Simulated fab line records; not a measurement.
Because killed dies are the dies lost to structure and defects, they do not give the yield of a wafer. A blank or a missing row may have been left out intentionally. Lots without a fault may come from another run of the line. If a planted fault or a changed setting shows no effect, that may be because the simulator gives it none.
8D (eight disciplines) problem report, filled in by code	flow n5 finfet	the parts of the form that need people (team, actions taken, sign-off) are left out

## 1. PROBLEM STATEMENT
Wafers without a fault read 182, standard deviation 51; raw defect count at N5_MOL_CONTACT_COAG_INSPECT_57 reads a mean of 1041 on 9 wafers belonging to 3 lots. That is +17 standard deviations from the usual mean.
The step: inspects for defects (brightfield).
First seen on wafer L661.1, day 7 00:41, on defect inspect-01. The record has a number at this step for 30 wafers belonging to 10 lots. By rule, "out" or "out of limits" means more than 4 standard deviations away from the usual mean. The other wafers with a number count as sound.

## 2. WHAT IT IS AND WHAT IT IS NOT
question	is	is not
which readings at this step	raw defect count	-
which lots	L661, L664, L665	L653, L655, L667, L670, L673, L674, L675
which wafers of those lots	all that have a number	-
read on which gauges	defect inspect-01	defect inspect-02
when	from day 7 00:41	up to then (6 sound wafers); but 15 sound wafers of L667, L670, L673, L674, L675 came after

## 3. THE SUSPECTS, EACH WITH WHAT RULES IT OUT
Counting: a tool stays on the suspect list if, at a process step up to the reading, it processed all lots that are out and no sound lot following the first of them.
- the gauge at N5_MOL_CONTACT_COAG_INSPECT_57 is ruled out. All the wafers that are out were read on defect inspect-01, but those of them that N5_PASSIVATION_PROBE_49 has rows for are out there too, on other tools.
- pvd sputter-02 at N5_MOL_CONTACT_COAG_PRE_CLEAN_141 (time 60 s): ruled out as a lasting fault. The sound lots L670 went through it after L661, its earliest lot that is out (day 6 18:21).
- pecvd-02 at N5_MOL_CONTACT_COAG_PECVD_31 (deposits SiO2 from TEOS/O2, target thk 46 nm, time 8.9 s): kept. It processed each lot that is out, first L661 at day 7 00:08, and no sound lot thereafter; up to then, the last sound lot it processed was L655 at day 5 15:53.
Left after counting: pecvd-02 at N5_MOL_CONTACT_COAG_PECVD_31.

## 4. THE CAUSE (what the simulator had put in)
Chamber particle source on pecvd-02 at N5_MOL_CONTACT_COAG_PECVD_31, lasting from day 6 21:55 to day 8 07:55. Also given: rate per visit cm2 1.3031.
The count eliminated every tool but this one.

## 5. THE EFFECT CHAIN, in route order
One row per reading whose mean, taken over the struck wafers that have a number, lies over 3 standard deviations from the usual. Only readings whose record carries a usual standard deviation are examined. hours: median over the lots of the time between each lot's start at the first step of this table that gives one and its start at this step. sigmas: the change, counted in usual standard deviations.
hours	step	reading	usual	on struck wafers	change	sigmas
0	N5_MOL_CONTACT_COAG_INSPECT_57	raw defect count	182	1041	+859	+17
187	N5_PASSIVATION_PROBE_49	defect limited yield	91.2 %	84.0	-7.2	-4.8
187	N5_PASSIVATION_PROBE_49	killed at contacts	14	110	+96	+18
187	N5_PASSIVATION_PROBE_49	killed dies	104	189	+85	+5.0
187	N5_PASSIVATION_PROBE_49	killed on rim	14	27	+13	+3.1
187	N5_PASSIVATION_PROBE_49	sort_bin_5_function	5.2 %	9.8	+4.6	+4.8
187	N5_PASSIVATION_PROBE_49	sort n pass	1076	991	-85	-5.0
187	N5_PASSIVATION_PROBE_49	sort yield pct	91.2 %	84.0	-7.2	-4.8
It contains these process steps:
- N5_PASSIVATION_PROBE_49
Later measuring or inspecting steps at which every struck wafer that the step has a row for has a number for every such reading, and none has moved that far: N5_BEOL_M4_RC_MEAS_101.

## 6. HOW IT WOULD HAVE BEEN CAUGHT EARLIER
In this record the first reading out of limits at a measuring or inspecting step was taken at day 7 00:41, 3 hours after the fault began at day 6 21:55.
L664, L665, from the lots that are out (3), started N5_MOL_CONTACT_COAG_PECVD_31 on pecvd-02 later than day 7 00:41. A hold on the tool at that time would have spared those 2.
